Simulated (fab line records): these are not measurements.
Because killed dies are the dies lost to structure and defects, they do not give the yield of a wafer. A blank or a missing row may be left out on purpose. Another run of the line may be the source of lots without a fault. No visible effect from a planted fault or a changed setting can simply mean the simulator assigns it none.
Which tool is to blame? ; flow nand-harc ; 7 lots with 21 wafers sampled at 4 steps, on a route of 1302 steps

## WHAT EACH GAUGE READ, for each wafer
NHARC_THIN_TSV_CD_MEAS_33: the cd target is 5000 nm.
lot;measured;on;cd-nm (nm)
L522;day 25 18:25;cd-sem-01;5001.0 5001.4 5000.2
L523;day 25 10:43;cd-sem-01;4998.4 4997.2 4998.9
L525;day 26 06:17;cd-sem-01;4999.9 4998.3 4999.2
L527;day 27 01:28;cd-sem-03;4999.5 5000.6 5000.3
L529;day 27 13:55;cd-sem-01;4999.2 5001.6 5000.0
L531;day 29 05:56;cd-sem-01;5000.1 4998.0 4999.4
L542;day 34 00:50;cd-sem-02;5001.9

## WHICH TOOL RAN EACH LOT (tool, then ch and the chambers of the sampled wafers, then the start)
lot;NHARC_P_BONDPAD_ECD_18;NHARC_THIN_TSV_DEGAS_49;NHARC_THIN_TSV_PRE_CLEAN_54
L522;ecd-cu-02 ch 0,1, day 7 15:12;pvd-sputter-03, day 25 15:09;pvd-sputter-02, day 25 17:21
L523;ecd-cu-02 ch 0,1, day 7 21:11;pvd-sputter-03, day 25 07:31;pvd-sputter-02, day 25 09:35
L525;ecd-cu-01 ch 0,1, day 8 17:22;pvd-sputter-03, day 26 03:10;pvd-sputter-02, day 26 05:13
L527;ecd-cu-01 ch 0,1, day 9 12:23;pvd-sputter-03, day 26 22:20;pvd-sputter-02, day 27 00:24
L529;ecd-cu-01 ch 0,1, day 10 08:14;pvd-sputter-03, day 27 10:54;pvd-sputter-01, day 27 12:58
L531;ecd-cu-02 ch 0,1, day 11 02:50;pvd-sputter-02, day 29 02:48;pvd-sputter-01, day 29 04:52
L542;ecd-cu-02 ch 0,1, day 15 23:23;pvd-sputter-03, day 33 21:52;pvd-sputter-03, day 33 23:57
- NHARC_P_BONDPAD_ECD_18: material Cu, target thk 400 nm.
- NHARC_THIN_TSV_DEGAS_49: time 120 s.
- NHARC_THIN_TSV_PRE_CLEAN_54: time 30 s.

## THE ANSWER, worked out from the rows above alone
Rule: the usual values come from the lots themselves. Put in order of their means at a reading, lots are off if they are a third of the lots or fewer, leave a main group of 4 or more, and stand apart from it by a gap of 3 or more times the standard deviation of the main group's means; of several such gaps the widest counts. A main group is skipped when, at the precision printed for the reading in the tables above, its means are all equal. Also off: a lot with no number at a reading for which 4 or more lots have one. All remaining lots with rows at the step are treated as sound.
No lot is off on any of the readings shown, so nothing can be concluded from this.

## WHAT WAS PUT IN BY THE SIMULATOR
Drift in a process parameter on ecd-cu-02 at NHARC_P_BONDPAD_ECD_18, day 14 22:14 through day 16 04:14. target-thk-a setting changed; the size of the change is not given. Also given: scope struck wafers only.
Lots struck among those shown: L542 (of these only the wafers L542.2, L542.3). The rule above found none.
